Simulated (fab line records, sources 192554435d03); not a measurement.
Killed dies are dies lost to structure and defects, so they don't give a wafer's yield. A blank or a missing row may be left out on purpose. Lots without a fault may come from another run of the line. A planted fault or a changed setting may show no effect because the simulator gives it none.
Chamber matching | flow n5_finfet | N5_PASSIVATION_DESCUM_46 on rie_diel-04: 4 sister chambers
The step chemistry O2, time 7.9 s. 4 wafers are shown with their chamber, then 8 later ones without.

WAFERS WITH THEIR CHAMBER
wafer  | chamber | showerhead_plenum_p_Torr (Torr)
L079.6 | 2       | 2.03
L078.4 | 0       | 2.21
L081.4 | 3       | 2.03
L088.1 | 1       | 2.16

WAFERS WITHOUT THEIR CHAMBER
wafer  | showerhead_plenum_p_Torr (Torr)
L088.2 | 2.02
L088.3 | 2.20
L094.1 | 2.01
L094.2 | 2.02
L094.3 | 2.15
L096.2 | 2.19
L096.3 | 2.15
L096.5 | 2.15

WHICH CHAMBER EACH WENT THROUGH
wafer  | from the rows above     | in truth
L088.2 | can't be placed: 2 or 3 | 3
L088.3 | 0                       | 0
L094.1 | can't be placed: 2 or 3 | 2
L094.2 | can't be placed: 2 or 3 | 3
L094.3 | 1                       | 1
L096.2 | can't be placed: 0 or 1 | 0
L096.3 | 1                       | 1
L096.5 | 1                       | 1
Placed correctly: 4 of 8. Can't be placed from these rows: 4 (the true chamber is among the candidates in 4). Placed wrongly: 0.
How it was worked out, from the rows above alone: a wafer's distance from a chamber is the root of the sum, over the readings, of the square of ((its reading less the chamber's mean) divided by the reading's scatter). The wafer belongs to the nearest chamber; if the next one is less than 2 further off, it can't be placed. A chamber's mean is the mean of its shown wafers. The scatter: with one shown wafer a chamber, the root of the mean of the squares of how far each hidden wafer lies from its nearest shown one.
